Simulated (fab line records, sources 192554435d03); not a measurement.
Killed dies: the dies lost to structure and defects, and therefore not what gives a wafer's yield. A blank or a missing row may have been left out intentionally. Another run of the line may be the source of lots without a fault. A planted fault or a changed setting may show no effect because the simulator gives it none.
Matching of chambers | flow n5-finfet | rie-diel-04 running N5_BEOL_M6_ETCH_72: 4 sister chambers
The step etches underlayer in N2/H2, target depth 6.5 nm, time 5.2 s. 4 wafers are shown with their chamber, then 9 later ones without.

EACH WAFER AND ITS CHAMBER
wafer  | chamber | throttle-valve-pct (%)
L081.3 | 0       | 18.0
L084.4 | 1       | 17.7
L084.5 | 2       | 18.4
L084.6 | 3       | 18.2

WAFERS WITH NO CHAMBER GIVEN
wafer  | throttle-valve-pct (%)
L092.1 | 18.5
L092.2 | 18.2
L092.3 | 17.6
L094.1 | 18.5
L094.4 | 17.6
L094.6 | 18.2
L096.3 | 18.5
L096.4 | 17.6
L096.6 | 18.4

THE CHAMBER EACH PASSED THROUGH
wafer  | from the rows above | in truth
L092.1 | 2                   | 2
L092.2 | 3                   | 3
L092.3 | 1                   | 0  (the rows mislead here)
L094.1 | 2                   | 2
L094.4 | 1                   | 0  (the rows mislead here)
L094.6 | 3                   | 3
L096.3 | 2                   | 2
L096.4 | 1                   | 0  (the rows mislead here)
L096.6 | 2                   | 2
Correct placement for 6 of the 9. Can't be placed from these rows: 0. Placed wrongly: 3.
How it was worked out, from the rows above alone: a wafer's distance from a chamber is the root of the sum, over the readings, of the square of ((its reading less the chamber's mean) divided by the reading's scatter). If the next closest chamber is less than 2 further off than the closest, the wafer can't be placed; otherwise it belongs to the closest. The mean given for a chamber averages the wafers shown for that chamber. The scatter: root of mean squared gap, hidden wafer to nearest shown wafer, with one shown wafer a chamber.
